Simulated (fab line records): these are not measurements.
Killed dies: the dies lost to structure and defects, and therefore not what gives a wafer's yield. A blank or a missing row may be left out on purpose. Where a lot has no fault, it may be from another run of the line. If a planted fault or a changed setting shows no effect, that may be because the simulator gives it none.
Chamber matching -- flow n5_finfet -- pecvd-04 running N5_GATE_CUT_HM_DEP_46: 3 sister chambers
The step deposits SiO2 from TEOS/O2, target thk 130 nm, time 26.6 s. 3 wafers are shown with their chamber, then 7 later ones without.

## WAFERS WITH THEIR CHAMBER
wafer,chamber,throttle_valve_pct (%)
L082.2,2,16.7
L092.3,0,19.9
L095.4,1,19.7

## WAFERS WHOSE CHAMBER IS MISSING
wafer,throttle_valve_pct (%)
L095.5,19.9
L097.2,20.0
L097.3,19.6
L097.6,19.7
L096.3,17.3
L096.4,17.2
L096.6,19.7

## EACH ONE'S CHAMBER
wafer,from the rows above,in truth
L095.5,can't be placed: 0 or 1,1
L097.2,can't be placed: 0 or 1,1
L097.3,can't be placed: 1 or 0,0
L097.6,can't be placed: 1 or 0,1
L096.3,2,2
L096.4,2,2
L096.6,can't be placed: 1 or 0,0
2 of 7 placed correctly. Can't be placed from these rows: 5 (the true chamber is among the candidates in 5). 0 placed wrongly.
How it was worked out, from the rows above alone: a wafer's distance from a chamber is the root of the sum, over the readings, of the square of ((its reading less the chamber's mean) divided by the reading's scatter). If the next closest chamber is less than 2 further off than the closest, the wafer can't be placed; otherwise it belongs to the closest. For every chamber, the mean is computed from those of its wafers that are shown. The scatter (one wafer shown for each chamber): square how far every hidden wafer sits from the nearest shown wafer, average those squares and take the square root.
